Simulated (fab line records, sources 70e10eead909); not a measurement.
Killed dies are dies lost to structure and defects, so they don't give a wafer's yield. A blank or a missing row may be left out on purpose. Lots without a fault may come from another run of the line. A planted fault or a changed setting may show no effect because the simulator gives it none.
A struck lot beside a sound one | flow nand_harc | 14 steps out of a route of 1302
Sound: wafers L594.3, L594.4, L594.6. Struck: wafers L609.1, L609.2, L609.3. The cause comes at the end.
At each step with rows: each side's tool, then ch and its chambers, then its first start. Under that, the readings that differ: sound wafers | struck wafers | difference of the means | sigmas: that difference in standard deviations of wafers without a fault.
alike: readings whose means differ by less than 2 such deviations, and words and numbers that are the same on both sides. not compared: withheld readings, readings that some wafer has no value for, bounds like >300 that may hide the same value, and numbers for which the record gives no deviation and whose values overlap.
The two part at a step that has a row with sigmas, a row that says differs or no value, or rows on one side only. Numbers that don't overlap but have no deviation are shown without sigmas and don't part them. A reading that every wafer of one side lacks parts them only if that side has two wafers or more.

NHARC_A_BLC_OVL_MEAS_11:
  sound on overlay-02, day 24 03:07; struck on overlay-01, day 30 23:52
  alike: overlay_x_nm, overlay_y_nm
NHARC_A_BLC_INSPECT_12:
  sound on defect_inspect-01, day 24 03:08; struck on defect_inspect-01, day 30 23:53
  alike: raw_defect_count
NHARC_A_BLC_DESCUM_15: chemistry O2, time 3 s.
  sound on rie_diel-01 ch 0,3, day 24 03:13; struck on rie_diel-06 ch 0,1,2, day 30 23:57
  alike: drypump_motor_current_A, oes_product_au, rf_vpp_V, showerhead_plenum_p_Torr, throttle_valve_pct
  not compared: rf_hours_counter_h
NHARC_A_BLC_ETCH_16: etches the open film in CF4, target depth 39 nm, time 65 s.
  sound on rie_diel-01 ch 0,1, day 24 03:18; struck on rie_diel-06 ch 0,2,3, day 31 00:02
  alike: bias_w, drypump_motor_current_A, oes_product_au, rf_vpp_V, showerhead_plenum_p_Torr, throttle_valve_pct
  not compared: rf_hours_counter_h
then, 1 step without rows for these wafers: NHARC_A_BLC_ETCH_17 (etches the open film in N2/H2, target depth 390 nm, time 609.38 s).
NHARC_A_BLC_ETCH_18: etches the open film in C4F8/O2/Ar, target depth 910 nm.
  sound on rie_diel-01 ch 1,3; struck on rie_diel-06 ch 0,2,3
  alike: bias_w, oes_product_au, rf_vpp_V
  not compared: rf_hours_counter_h
NHARC_A_BLC_CD_MEAS_19:
  sound on cd_sem-01, day 24 04:22; struck on cd_sem-03, day 31 00:55
  alike: cd_nm
NHARC_A_BLC_STRIP_29: strips in CF4.
  sound on rie_diel-02 ch 0,2,3, day 24 04:26; struck on rie_diel-01 ch 0,1,3, day 31 01:00
  alike: drypump_motor_current_A, oes_product_au, rf_vpp_V, showerhead_plenum_p_Torr, throttle_valve_pct
  not compared: rf_hours_counter_h
then, 2 steps without rows for these wafers: NHARC_A_BLC_STRIP_21 (strips in O2); NHARC_A_BLC_STRIP_22 (strips in post etch residue remover, time 600 s).
NHARC_A_BLC_DEGAS_30: time 60 s.
  sound on pvd_sputter-03, day 24 04:58; struck on pvd_sputter-01, day 31 01:34
  alike: heater_power_w
then, 1 step without rows for these wafers: NHARC_A_BLC_PRE_CLEAN_31 (time 15 s).
NHARC_A_BLC_PVD_32: deposits Ti, target thk 5 nm, time 17.7 s.
  sound on pvd_sputter-03, day 24 05:05; struck on pvd_sputter-01, day 31 02:08
  no value came back on the struck wafers for cathode_dc_power_W (W), chamber_pressure_pa (Pa), throttle_valve_pct (%); on the sound wafers cathode_dc_power_W (W) reads 5000.9 5000.9 5001.0
then, 1 step without rows for these wafers: NHARC_A_BLC_ALD_23 (deposits TiN, target thk 3 nm, pulse time 1 s, ald cycles 150).

WHERE THEY PART
Only at NHARC_A_BLC_PVD_32, within this record.

WHY: what the simulator had put in
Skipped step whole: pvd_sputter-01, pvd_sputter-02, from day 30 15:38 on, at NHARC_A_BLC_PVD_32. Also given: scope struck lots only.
